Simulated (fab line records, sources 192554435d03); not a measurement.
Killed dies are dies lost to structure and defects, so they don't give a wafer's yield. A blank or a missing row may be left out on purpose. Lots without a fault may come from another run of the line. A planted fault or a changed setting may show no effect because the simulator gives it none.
Chamber matching | flow n5_finfet | N5_SD_EPI_N_ETCH_35 on rie_diel-05: 4 sister chambers
The step etches SOC in N2/H2, overetch 108 nm, time 486 s. 14 wafers are shown with their chamber, then 7 later ones without.

WAFERS WITH THEIR CHAMBER
wafer  | chamber | throttle_valve_pct (%) | showerhead_plenum_p_Torr (Torr) | oes_product_au (a.u.)
L081.2 | 2       | 24.0                   | 2.64                            | 0.64
L081.3 | 0       | 24.1                   | 2.47                            | 0.82
L081.5 | 0       | 24.0                   | 2.47                            | 0.83
L083.1 | 1       | 22.9                   | 2.64                            | 0.70
L083.3 | 0       | 24.0                   | 2.47                            | 0.82
L083.4 | 3       | 24.4                   | 2.61                            | 0.78
L088.3 | 2       | 24.1                   | 2.63                            | 0.63
L088.4 | 3       | 24.4                   | 2.60                            | 0.76
L088.5 | 1       | 22.9                   | 2.63                            | 0.69
L091.1 | 0       | 24.1                   | 2.46                            | 0.80
L091.5 | 3       | 24.4                   | 2.60                            | 0.75
L091.6 | 0       | 24.1                   | 2.46                            | 0.79
L092.1 | 1       | 22.9                   | 2.63                            | 0.69
L092.3 | 3       | 24.4                   | 2.60                            | 0.76

SIGNATURES (means of the wafers above)
reading                  | chamber 0 | chamber 1 | chamber 2 | chamber 3 | scatter within a chamber
throttle_valve_pct       | 24.060    | 22.900    | 24.050    | 24.400    | 0.0412
showerhead_plenum_p_Torr | 2.4660    | 2.6333    | 2.6350    | 2.6025    | 0.00558
oes_product_au           | 0.8120    | 0.6933    | 0.6350    | 0.7625    | 0.0129
Rule: a wafer's distance from a chamber is the root of the sum, over the readings, of the square of ((its reading less the chamber's mean) divided by the reading's scatter). The wafer belongs to the nearest chamber; if the next one is less than 2 further off, it can't be placed. The scatter: the root of (the sum of the squares of (reading less its chamber's mean) over the shown wafers, divided by (wafers less chambers)).

WAFERS WITHOUT THEIR CHAMBER
wafer  | throttle_valve_pct (%) | showerhead_plenum_p_Torr (Torr) | oes_product_au (a.u.)
L092.4 | 24.1                   | 2.46                            | 0.80
L094.2 | 24.4                   | 2.60                            | 0.75
L094.3 | 24.1                   | 2.46                            | 0.78
L094.5 | 22.9                   | 2.63                            | 0.69
L097.2 | 24.4                   | 2.59                            | 0.74
L097.5 | 24.1                   | 2.45                            | 0.77
L097.6 | 22.9                   | 2.62                            | 0.68

WHICH CHAMBER EACH WENT THROUGH
wafer  | from the rows above | in truth
L092.4 | 0                   | 0
L094.2 | 3                   | 3
L094.3 | 0                   | 0
L094.5 | 1                   | 1
L097.2 | 3                   | 3
L097.5 | 0                   | 0
L097.6 | 1                   | 1
Placed correctly: 7 of 7. Can't be placed from these rows: 0. Placed wrongly: 0.
